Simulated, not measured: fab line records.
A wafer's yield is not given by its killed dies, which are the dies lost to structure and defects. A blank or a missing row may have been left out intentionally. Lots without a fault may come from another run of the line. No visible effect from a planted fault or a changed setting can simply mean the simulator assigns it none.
Which tool did it? :: flow n5-finfet :: 11 lots with 30 wafers sampled at 2 steps, on a route of 1938 steps

== WHAT EACH GAUGE READ, for each wafer ==
N5_BEOL_M14_CD_MEAS_28 targets a cd of 284.4 nm. Usual: cd-nm reads 284.5 nm (standard deviation 1.9).
lot: L406
measured: day 11 21:15
on: cd-sem-03
cd-nm (nm): 283.0 283.3 286.5
flag: 

lot: L404
measured: day 11 22:55
on: cd-sem-01
cd-nm (nm): 281.8 283.6 284.9
flag: 

lot: L405
measured: day 12 00:15
on: cd-sem-03
cd-nm (nm): 285.5 285.1 283.2
flag: 

lot: L407
measured: day 12 12:49
on: cd-sem-02
cd-nm (nm): 283.7 285.4 285.2
flag: 

lot: L408
measured: day 13 06:14
on: cd-sem-02
cd-nm (nm): 286.7 287.1 285.8
flag: 

lot: L418
measured: day 15 10:50
on: cd-sem-02
cd-nm (nm): 284.0 285.5 285.7
flag: 

lot: L416
measured: day 15 11:28
on: cd-sem-03
cd-nm (nm): 286.8 284.9 283.3
flag: 

lot: L421
measured: day 16 23:51
on: cd-sem-02
cd-nm (nm): 286.0 285.0
flag: 

lot: L423
measured: day 17 08:38
on: cd-sem-03
cd-nm (nm): 283.2 283.9
flag: 

lot: L425
measured: day 18 08:28
on: cd-sem-02
cd-nm (nm): 282.2 285.2 283.8
flag: 

lot: L426
measured: day 18 13:57
on: cd-sem-02
cd-nm (nm): 284.6 283.1
flag: 

== TOOL THAT RAN EACH LOT (tool first, then ch and the chambers of the sampled wafers, then the start) ==
lot: L406
N5_BEOL_M14_DESCUM_15: rie-diel-06 ch 0,1,2, day 11 20:22

lot: L404
N5_BEOL_M14_DESCUM_15: rie-diel-04 ch 0,1,2, day 11 22:09

lot: L405
N5_BEOL_M14_DESCUM_15: rie-diel-06 ch 1,3, day 11 22:23

lot: L407
N5_BEOL_M14_DESCUM_15: rie-diel-05 ch 0,2,3, day 12 11:56

lot: L408
N5_BEOL_M14_DESCUM_15: rie-diel-05 ch 0,1,3, day 13 05:21

lot: L418
N5_BEOL_M14_DESCUM_15: rie-diel-05 ch 0,2,3, day 15 09:57

lot: L416
N5_BEOL_M14_DESCUM_15: rie-diel-06 ch 2,3, day 15 10:34

lot: L421
N5_BEOL_M14_DESCUM_15: rie-diel-04 ch 0,3, day 16 22:58

lot: L423
N5_BEOL_M14_DESCUM_15: rie-diel-05 ch 0, day 17 07:44

lot: L425
N5_BEOL_M14_DESCUM_15: rie-diel-05 ch 1,3, day 18 07:34

lot: L426
N5_BEOL_M14_DESCUM_15: rie-diel-04 ch 0,2, day 18 13:04
- N5_BEOL_M14_DESCUM_15: chemistry O2, time 7.9 s.

== WHAT THE TOOLS THEMSELVES READ (means of the sampled wafers that have a number; where no wafer has one, the mark that the record gives instead) ==
N5_BEOL_M14_DESCUM_15. Usual: drypump-motor-current-A 5.6 A, standard deviation 0.49; oes-product-au 0.80 a.u., standard deviation 0.081; rf-vpp-V 243.2 V, standard deviation 1.6; showerhead-plenum-p-Torr 2.10 Torr, standard deviation 0.082; throttle-valve-pct 20.42 %, standard deviation 0.26.
lot: L406
tool: rie-diel-06
drypump-motor-current-A (A): 5.5
oes-product-au (a.u.): 0.86
rf-vpp-V (V): 242.3
showerhead-plenum-p-Torr (Torr): 2.09
throttle-valve-pct (%): 20.26
flag: 

lot: L404
tool: rie-diel-04
drypump-motor-current-A (A): 5.5
oes-product-au (a.u.): 0.76
rf-vpp-V (V): 243.8
showerhead-plenum-p-Torr (Torr): 2.12
throttle-valve-pct (%): 20.32
flag: 

lot: L405
tool: rie-diel-06
drypump-motor-current-A (A): 5.9
oes-product-au (a.u.): 0.75
rf-vpp-V (V): 242.1
showerhead-plenum-p-Torr (Torr): 2.07
throttle-valve-pct (%): 20.61
flag: 

lot: L407
tool: rie-diel-05
drypump-motor-current-A (A): 5.8
oes-product-au (a.u.): 0.85
rf-vpp-V (V): 243.3
showerhead-plenum-p-Torr (Torr): 2.11
throttle-valve-pct (%): 20.27
flag: 

lot: L408
tool: rie-diel-05
drypump-motor-current-A (A): 5.7
oes-product-au (a.u.): 0.85
rf-vpp-V (V): 243.5
showerhead-plenum-p-Torr (Torr): 2.09
throttle-valve-pct (%): 20.49
flag: 

lot: L418
tool: rie-diel-05
drypump-motor-current-A (A): 5.7
oes-product-au (a.u.): 0.82
rf-vpp-V (V): 243.4
showerhead-plenum-p-Torr (Torr): 2.10
throttle-valve-pct (%): 20.30
flag: 

lot: L416
tool: rie-diel-06
drypump-motor-current-A (A): 5.7
oes-product-au (a.u.): 0.79
rf-vpp-V (V): 243.7
showerhead-plenum-p-Torr (Torr): 2.15
throttle-valve-pct (%): 20.51
flag: 

lot: L421
tool: rie-diel-04
drypump-motor-current-A (A): 5.3
oes-product-au (a.u.): 0.72
rf-vpp-V (V): 242.0
showerhead-plenum-p-Torr (Torr): 2.02
throttle-valve-pct (%): 20.47
flag: 

lot: L423
tool: rie-diel-05
drypump-motor-current-A (A): 6.5
oes-product-au (a.u.): 0.69
rf-vpp-V (V): 240.1
showerhead-plenum-p-Torr (Torr): 1.97
throttle-valve-pct (%): 20.48
flag: 

lot: L425
tool: rie-diel-05
drypump-motor-current-A (A): 5.2
oes-product-au (a.u.): 0.84
rf-vpp-V (V): 243.6
showerhead-plenum-p-Torr (Torr): 2.13
throttle-valve-pct (%): 20.61
flag: 

lot: L426
tool: rie-diel-04
drypump-motor-current-A (A): 5.3
oes-product-au (a.u.): 0.74
rf-vpp-V (V): 242.8
showerhead-plenum-p-Torr (Torr): 2.08
throttle-valve-pct (%): 20.49
flag: 

== THE ANSWER, worked out from the rows above alone ==
Rule: a lot is off if the mean of its wafers that have a number lies more than 3 standard deviations from the usual mean. Also off: a lot with no number at a reading for which 4 or more lots have one. Any other lot the step has rows for is counted as sound. Order of review: gauges by route order, followed by the tools' own readings, for which a lot's mean as printed above is used. At the first step where some lot is off, the reading lying furthest off is the one used; lots without a number count as furthest.
None of the lots is off at any reading shown; this tells nothing.

== WHAT WAS PUT IN BY THE SIMULATOR ==
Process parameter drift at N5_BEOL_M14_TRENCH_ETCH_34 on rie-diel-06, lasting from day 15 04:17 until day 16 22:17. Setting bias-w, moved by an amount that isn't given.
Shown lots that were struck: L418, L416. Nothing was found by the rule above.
